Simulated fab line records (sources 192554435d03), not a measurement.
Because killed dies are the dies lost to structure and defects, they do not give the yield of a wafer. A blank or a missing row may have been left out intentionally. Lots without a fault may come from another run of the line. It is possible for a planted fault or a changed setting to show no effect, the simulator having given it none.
Which of the tools did it? | flow n5_finfet | Sampling: 24 lots, 72 wafers, 3 of 1938 route steps

## WHAT EACH GAUGE READ, for each wafer
N5_BEOL_M0_INSPECT_127: inspects for defects (darkfield).
lot  | measured     | on                | raw_defect_count
L074 | day 6 03:12  | defect_inspect-02 | 56 32 83
L075 | day 6 05:44  | defect_inspect-02 | 76 62 75
L076 | day 6 11:44  | defect_inspect-02 | 94 131 102
L077 | day 6 21:22  | defect_inspect-01 | 78 55 50
L078 | day 6 21:47  | defect_inspect-02 | 89 75 53
L079 | day 7 04:56  | defect_inspect-02 | 61 57 86
L080 | day 8 01:17  | defect_inspect-02 | 65 75 101
L081 | day 8 00:43  | defect_inspect-02 | 68 74 88
L082 | day 8 03:28  | defect_inspect-02 | 64 72 66
L083 | day 8 10:46  | defect_inspect-02 | 53 20 36
L084 | day 8 10:56  | defect_inspect-02 | 41 42 54
L085 | day 8 17:54  | defect_inspect-02 | 39 45 53
L086 | day 8 22:47  | defect_inspect-02 | 56 62 72
L087 | day 9 07:05  | defect_inspect-02 | 61 50 82
L088 | day 9 08:33  | defect_inspect-02 | 47 49 44
L089 | day 9 19:48  | defect_inspect-02 | 52 47 41
L090 | day 10 00:36 | defect_inspect-02 | 74 83 121
L091 | day 10 04:16 | defect_inspect-02 | 68 70 138
L092 | day 10 09:56 | defect_inspect-02 | 64 82 47
L093 | day 10 21:02 | defect_inspect-02 | 58 45 58
L094 | day 10 21:22 | defect_inspect-02 | 83 73 71
L095 | day 11 09:06 | defect_inspect-02 | 90 76 118
L096 | day 11 17:30 | defect_inspect-01 | 63 36 44
L097 | day 12 02:53 | defect_inspect-01 | 67 61 67

## TOOL THAT RAN EACH LOT (tool first, then ch and the chambers of the sampled wafers, then the start)
lot  | N5_BEOL_M0_STRIP_104               | N5_BEOL_M0_SURFACE_TREAT_137
L074 | rie_diel-05 ch 0,1,2, day 5 23:11  | pvd_sputter-03, day 6 00:50
L075 | rie_diel-05 ch 1,2, day 6 01:20    | pvd_sputter-01, day 6 02:31
L076 | rie_diel-04 ch 0,1,2, day 6 08:09  | pvd_sputter-01, day 6 09:39
L077 | rie_diel-01 ch 1,2, day 6 17:47    | pvd_sputter-01, day 6 19:01
L078 | rie_diel-01 ch 0,1,3, day 6 18:23  | pvd_sputter-03, day 6 20:02
L079 | rie_diel-05 ch 0,3, day 7 01:35    | pvd_sputter-02, day 7 02:34
L080 | rie_diel-05 ch 1,2,3, day 7 09:44  | pvd_sputter-01, day 7 23:41
L081 | rie_diel-01 ch 0,1,2, day 7 19:32  | pvd_sputter-01, day 7 22:51
L082 | rie_diel-04 ch 1,2, day 7 23:29    | pvd_sputter-01, day 8 01:51
L083 | rie_diel-01 ch 0,1,3, day 8 07:41  | pvd_sputter-01, day 8 08:38
L084 | rie_diel-01 ch 0,1,3, day 8 07:46  | pvd_sputter-02, day 8 09:11
L085 | rie_diel-04 ch 0,2,3, day 8 13:38  | pvd_sputter-03, day 8 16:11
L086 | rie_diel-01 ch 0,3, day 8 19:40    | pvd_sputter-01, day 8 21:09
L087 | rie_diel-01 ch 0,1,3, day 9 02:55  | pvd_sputter-02, day 9 05:25
L088 | rie_diel-05 ch 0,1,2, day 9 05:28  | pvd_sputter-03, day 9 06:55
L089 | rie_diel-05 ch 0,1, day 9 16:33    | pvd_sputter-01, day 9 17:50
L090 | rie_diel-01 ch 0,2,3, day 9 20:17  | pvd_sputter-01, day 9 21:56
L091 | rie_diel-05 ch 1,2,3, day 10 00:49 | pvd_sputter-01, day 10 02:31
L092 | rie_diel-04 ch 0,3, day 10 07:07   | pvd_sputter-01, day 10 08:14
L093 | rie_diel-01 ch 1,3, day 10 16:32   | pvd_sputter-01, day 10 17:43
L094 | rie_diel-01 ch 1,2,3, day 10 16:38 | pvd_sputter-01, day 10 17:52
L095 | rie_diel-05 ch 0,2, day 11 05:22   | pvd_sputter-01, day 11 06:31
L096 | rie_diel-05 ch 0,1,2, day 11 14:02 | pvd_sputter-03, day 11 15:34
L097 | rie_diel-04 ch 0,1,2, day 11 20:39 | pvd_sputter-03, day 12 01:13
- N5_BEOL_M0_STRIP_104: strips in N2/H2.
- N5_BEOL_M0_SURFACE_TREAT_137

## AS READ BY THE TOOLS THEMSELVES (means over the sampled wafers that have a number; for cases with no such wafer, the mark the record gives instead)
N5_BEOL_M0_STRIP_104.
lot  | tool        | drypump_motor_current_A (A) | n2_flow_sccm (sccm) | oes_product_au (a.u.) | power_w (W) | rf_vpp_V (V) | showerhead_plenum_p_Torr (Torr) | throttle_valve_pct (%)
L074 | rie_diel-05 | 5.6                         | 200.9               | 0.75                  | 448.8       | 61.1         | 2.51                            | 23.5
L075 | rie_diel-05 | 5.8                         | 199.9               | 0.78                  | 449.9       | 59.5         | 2.54                            | 23.6
L076 | rie_diel-04 | 5.9                         | 200.6               | 0.82                  | 449.3       | 60.3         | 2.53                            | 23.5
L077 | rie_diel-01 | 5.3                         | 199.8               | 0.76                  | 449.8       | 59.8         | 2.60                            | 24.1
L078 | rie_diel-01 | 5.7                         | 199.7               | 0.76                  | 450.2       | 59.7         | 2.57                            | 23.5
L079 | rie_diel-05 | 5.3                         | 199.5               | 0.71                  | 450.2       | 59.2         | 2.39                            | 23.4
L080 | rie_diel-05 | 5.7                         | 199.7               | 0.73                  | 450.5       | 59.3         | 2.49                            | 23.4
L081 | rie_diel-01 | 5.7                         | 200.3               | 0.74                  | 448.7       | 60.3         | 2.61                            | 23.8
L082 | rie_diel-04 | 6.0                         | 200.5               | 0.80                  | 452.1       | 59.7         | 2.48                            | 23.7
L083 | rie_diel-01 | 5.7                         | 200.6               | 0.76                  | 449.6       | 60.1         | 2.56                            | 23.5
L084 | rie_diel-01 | 5.7                         | 199.5               | 0.75                  | 449.5       | 58.9         | 2.56                            | 23.6
L085 | rie_diel-04 | 5.6                         | 200.1               | 0.82                  | 449.8       | 60.3         | 2.52                            | 23.5
L086 | rie_diel-01 | 5.9                         | 199.8               | 0.71                  | 450.4       | 58.7         | 2.53                            | 23.6
L087 | rie_diel-01 | 5.7                         | 200.1               | 0.75                  | 448.5       | 58.2         | 2.56                            | 23.6
L088 | rie_diel-05 | 5.5                         | 199.8               | 0.73                  | 450.1       | 58.5         | 2.50                            | 23.6
L089 | rie_diel-05 | 5.8                         | 200.0               | 0.77                  | 449.5       | 57.7         | 2.48                            | 23.9
L090 | rie_diel-01 | 5.5                         | 200.2               | 0.71                  | 450.4       | 58.7         | 2.51                            | 23.8
L091 | rie_diel-05 | 5.7                         | 200.8               | 0.72                  | 450.5       | 60.3         | 2.48                            | 23.4
L092 | rie_diel-04 | 5.7                         | 200.0               | 0.77                  | 450.1       | 59.5         | 2.51                            | 23.4
L093 | rie_diel-01 | 5.3                         | 200.0               | 0.77                  | 451.7       | 57.6         | 2.49                            | 23.5
L094 | rie_diel-01 | 5.3                         | 200.0               | 0.74                  | 449.3       | 58.1         | 2.54                            | 23.8
L095 | rie_diel-05 | 5.2                         | 200.0               | 0.71                  | 449.9       | 58.9         | 2.52                            | 23.3
L096 | rie_diel-05 | 5.5                         | 199.8               | 0.72                  | 449.8       | 58.3         | 2.49                            | 23.6
L097 | rie_diel-04 | 5.8                         | 199.8               | 0.78                  | 450.7       | 57.1         | 2.51                            | 23.6

## THE ANSWER, worked out from the rows above alone
Rule: the usual values come from the lots themselves. Put in order of their means at a reading, lots are off if they are a third of the lots or fewer, leave a main group of 4 or more, and stand apart from it by a gap of 3 or more times the standard deviation of the main group's means; of several such gaps the widest counts. The tables above print the reading to a certain number of digits; a main group whose means all agree to those digits is not used. A lot without any number at a reading at which 4 lots or more have one is off too. Any other lot the step has rows for is counted as sound. After the gauges, taken in route order, come the tools' own readings; for these a lot's mean is taken, as printed above. The first step at which some lot is off is used, and at that step the reading that is off furthest; a lot without a number counts as furthest.
No lot is off at any reading shown: from this, nothing can be told.

## WHAT HAD BEEN PUT IN BY THE SIMULATOR
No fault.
